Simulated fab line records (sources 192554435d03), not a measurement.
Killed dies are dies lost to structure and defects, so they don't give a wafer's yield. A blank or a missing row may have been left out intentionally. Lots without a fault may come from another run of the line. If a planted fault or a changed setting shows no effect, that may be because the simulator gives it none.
Matching of chambers	flow n5-finfet	N5_BEOL_M0_SAQP_MANDREL_ETCH_103 on rie-si-06 has 4 sister chambers
The step etches a-Si in HBr/Cl2, stops on SiCN, target depth 45 nm, bt time 10 s, time 27 s. 20 wafers are shown with their chamber, then 10 later ones without.

EACH WAFER AND ITS CHAMBER
wafer	chamber	throttle-valve-pct (%)	drypump-motor-current-A (A)	oes-product-au (a.u.)
L076.2	2	35.1	5.5	0.711
L076.5	0	34.8	5.6	0.681
L076.6	3	35.3	5.2	0.683
L078.1	0	34.8	5.6	0.674
L078.3	1	35.7	5.4	0.692
L078.6	0	34.8	5.5	0.675
L080.3	2	35.1	5.5	0.691
L080.4	0	34.8	5.6	0.669
L080.5	0	34.8	5.6	0.677
L082.1	2	35.0	5.5	0.714
L082.2	0	34.9	5.6	0.653
L082.5	1	35.6	5.5	0.697
L083.3	1	35.7	5.4	0.670
L083.5	2	35.1	5.5	0.704
L083.6	3	35.3	5.2	0.694
L084.2	0	34.9	5.6	0.674
L084.4	1	35.7	5.4	0.693
L084.6	0	34.8	5.5	0.673
L085.3	0	34.9	5.5	0.674
L085.4	1	35.7	5.4	0.690

SIGNATURES (averages over the wafers above)
reading	chamber 0	chamber 1	chamber 2	chamber 3	scatter within a chamber
throttle-valve-pct	34.833	35.680	35.075	35.300	0.0471
drypump-motor-current-A	5.567	5.420	5.500	5.200	0.0418
oes-product-au	0.67222	0.68840	0.70500	0.68850	0.00909
Rule: for a wafer and a chamber, the distance is found by dividing, reading by reading, the gap between the wafer's reading and the chamber's mean by the reading's scatter, squaring, summing and taking the root. The wafer belongs to the nearest chamber; if the next one is less than 2 further off, it can't be placed. The scatter is the square root of a quotient: the sum, over the shown wafers, of each reading's squared deviation from its chamber's mean, divided by wafers minus chambers.

WAFERS WITHOUT THEIR CHAMBER
wafer	throttle-valve-pct (%)	drypump-motor-current-A (A)	oes-product-au (a.u.)
L085.5	35.3	5.2	0.671
L086.3	34.8	5.5	0.663
L086.4	35.3	5.2	0.679
L086.6	35.6	5.4	0.682
L089.1	35.1	5.5	0.695
L089.2	35.3	5.2	0.660
L089.3	34.8	5.6	0.673
L092.4	35.1	5.5	0.701
L092.5	35.7	5.4	0.670
L092.6	34.8	5.5	0.682

CHAMBER TAKEN BY EACH
wafer	from the rows above	in truth
L085.5	3	3
L086.3	0	0
L086.4	3	3
L086.6	1	1
L089.1	2	2
L089.2	3	3
L089.3	0	0
L092.4	2	2
L092.5	1	1
L092.6	0	0
Correct placement for 10 of the 10. From these rows, 0 cannot be placed. Wrongly placed: 0.
